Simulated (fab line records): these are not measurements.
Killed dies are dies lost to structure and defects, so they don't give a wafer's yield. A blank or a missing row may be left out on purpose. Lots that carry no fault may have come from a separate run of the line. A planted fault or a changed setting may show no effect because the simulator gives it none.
Matching of chambers :: flow n5Finfet :: rieDiel-01 running N5_BEOL_M1_ETCH_74: 4 sister chambers
The step etches underlayer in N2/H2, target depth 6.5 nm, time 5.2 s. 4 wafers are shown with their chamber, then 7 later ones without.

## WAFERS PAIRED WITH THEIR CHAMBERS
wafer: L090.2
chamber: 0
drypumpMotorCurrentA (A): 5.3

wafer: L090.6
chamber: 2
drypumpMotorCurrentA (A): 6.2

wafer: L094.1
chamber: 1
drypumpMotorCurrentA (A): 6.0

wafer: L094.2
chamber: 3
drypumpMotorCurrentA (A): 5.8

## WAFERS WHOSE CHAMBER IS MISSING
wafer: L094.3
drypumpMotorCurrentA (A): 6.2

wafer: L095.2
drypumpMotorCurrentA (A): 6.3

wafer: L095.3
drypumpMotorCurrentA (A): 5.3

wafer: L095.5
drypumpMotorCurrentA (A): 5.3

wafer: L096.2
drypumpMotorCurrentA (A): 6.0

wafer: L096.4
drypumpMotorCurrentA (A): 5.3

wafer: L096.5
drypumpMotorCurrentA (A): 6.0

## EACH ONE'S CHAMBER
wafer: L094.3
from the rows above: 2
in truth: 2

wafer: L095.2
from the rows above: 2
in truth: 2

wafer: L095.3
from the rows above: 0
in truth: 0

wafer: L095.5
from the rows above: 0
in truth: 0

wafer: L096.2
from the rows above: 1
in truth: 1

wafer: L096.4
from the rows above: 0
in truth: 0

wafer: L096.5
from the rows above: 1
in truth: 1
Placed correctly: 7 of 7. Number that these rows cannot place: 0. 0 placed wrongly.
How it was worked out, from the rows above alone: a wafer's distance from a chamber is the root of the sum, over the readings, of the square of ((its reading less the chamber's mean) divided by the reading's scatter). If the next closest chamber is less than 2 further off than the closest, the wafer can't be placed; otherwise it belongs to the closest. A chamber's mean is the mean of its shown wafers. The scatter (one wafer shown for each chamber): square how far every hidden wafer sits from the nearest shown wafer, average those squares and take the square root.
